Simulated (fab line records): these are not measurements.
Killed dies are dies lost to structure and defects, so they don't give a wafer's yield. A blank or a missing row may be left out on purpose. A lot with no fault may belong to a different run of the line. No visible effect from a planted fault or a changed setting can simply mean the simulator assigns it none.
Chamber matching	flow n5 finfet	N5_SDB_ETCH_18 on rie diel-04 has 4 sister chambers
The step etches SOC in N2/H2, target depth 100 nm, overetch 20 nm, time 150 s. 4 wafers are shown with their chamber, then 9 later ones without.

## EACH WAFER AND ITS CHAMBER
wafer	chamber	throttle valve pct (%)
L085.3	3	17.61
L085.4	0	18.26
L090.1	2	17.79
L090.5	1	17.94

## WAFERS WHOSE CHAMBER IS MISSING
wafer	throttle valve pct (%)
L093.1	18.28
L093.2	17.63
L093.4	17.96
L094.2	17.62
L094.4	18.27
L094.6	17.63
L095.1	17.65
L095.4	17.80
L095.6	17.65

## CHAMBER TAKEN BY EACH
wafer	from the rows above	in truth
L093.1	0	0
L093.2	3	3
L093.4	1	1
L094.2	3	3
L094.4	0	0
L094.6	3	3
L095.1	3	3
L095.4	2	2
L095.6	3	3
Correct placement for 9 of the 9. Number that these rows cannot place: 0. Placed wrongly: 0.
How it was worked out, from the rows above alone: a wafer's distance from a chamber is the root of the sum, over the readings, of the square of ((its reading less the chamber's mean) divided by the reading's scatter). If the next closest chamber is less than 2 further off than the closest, the wafer can't be placed; otherwise it belongs to the closest. For every chamber, the mean is computed from those of its wafers that are shown. The scatter: with one shown wafer a chamber, the root of the mean of the squares of how far each hidden wafer lies from its nearest shown one.
